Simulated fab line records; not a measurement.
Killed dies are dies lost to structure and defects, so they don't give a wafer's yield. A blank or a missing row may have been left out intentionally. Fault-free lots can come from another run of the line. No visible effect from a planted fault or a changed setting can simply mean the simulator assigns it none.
Chamber matching / flow n5 finfet / 3 sister chambers for N5_BEOL_M15_DEP_53 on pecvd-04
The step deposits SiCN from 3MS/NH3, target thk 50 nm, time 17.8 s. 6 wafers are shown with their chamber, then 7 later ones without.

== WAFERS, EACH WITH ITS CHAMBER ==
wafer=L931.3; chamber=2; throttle valve pct (%)=18.0; showerhead plenum p Torr (Torr)=4.178
wafer=L936.4; chamber=2; throttle valve pct (%)=18.2; showerhead plenum p Torr (Torr)=4.169
wafer=L934.3; chamber=0; throttle valve pct (%)=17.1; showerhead plenum p Torr (Torr)=4.141
wafer=L934.6; chamber=1; throttle valve pct (%)=18.2; showerhead plenum p Torr (Torr)=4.163
wafer=L935.1; chamber=0; throttle valve pct (%)=16.9; showerhead plenum p Torr (Torr)=4.140
wafer=L935.5; chamber=1; throttle valve pct (%)=18.3; showerhead plenum p Torr (Torr)=4.176

== WAFERS WITHOUT THEIR CHAMBER ==
wafer=L935.6; throttle valve pct (%)=18.4; showerhead plenum p Torr (Torr)=4.163
wafer=L945.3; throttle valve pct (%)=18.2; showerhead plenum p Torr (Torr)=4.176
wafer=L945.4; throttle valve pct (%)=16.9; showerhead plenum p Torr (Torr)=4.135
wafer=L945.5; throttle valve pct (%)=18.2; showerhead plenum p Torr (Torr)=4.158
wafer=L943.2; throttle valve pct (%)=17.3; showerhead plenum p Torr (Torr)=4.138
wafer=L943.5; throttle valve pct (%)=18.0; showerhead plenum p Torr (Torr)=4.174
wafer=L943.6; throttle valve pct (%)=18.3; showerhead plenum p Torr (Torr)=4.170

== WHICH CHAMBER EACH WENT THROUGH ==
wafer=L935.6; from the rows above=can't be placed: 1 or 2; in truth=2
wafer=L945.3; from the rows above=can't be placed: 2 or 1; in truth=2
wafer=L945.4; from the rows above=0; in truth=0
wafer=L945.5; from the rows above=can't be placed: 1 or 2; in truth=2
wafer=L943.2; from the rows above=0; in truth=0
wafer=L943.5; from the rows above=can't be placed: 2 or 1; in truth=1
wafer=L943.6; from the rows above=can't be placed: 1 or 2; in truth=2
Correctly placed: 2 of 7. Unplaceable from these rows: 5, with the true chamber sitting among the candidates in 5. Number placed wrongly: 0.
How it was worked out, from the rows above alone: a wafer's distance from a chamber is the root of the sum, over the readings, of the square of ((its reading less the chamber's mean) divided by the reading's scatter). If the next closest chamber is less than 2 further off than the closest, the wafer can't be placed; otherwise it belongs to the closest. A chamber's mean is the mean of its shown wafers. The scatter: the root of (the sum of the squares of (reading less its chamber's mean) over the shown wafers, divided by (wafers less chambers)).
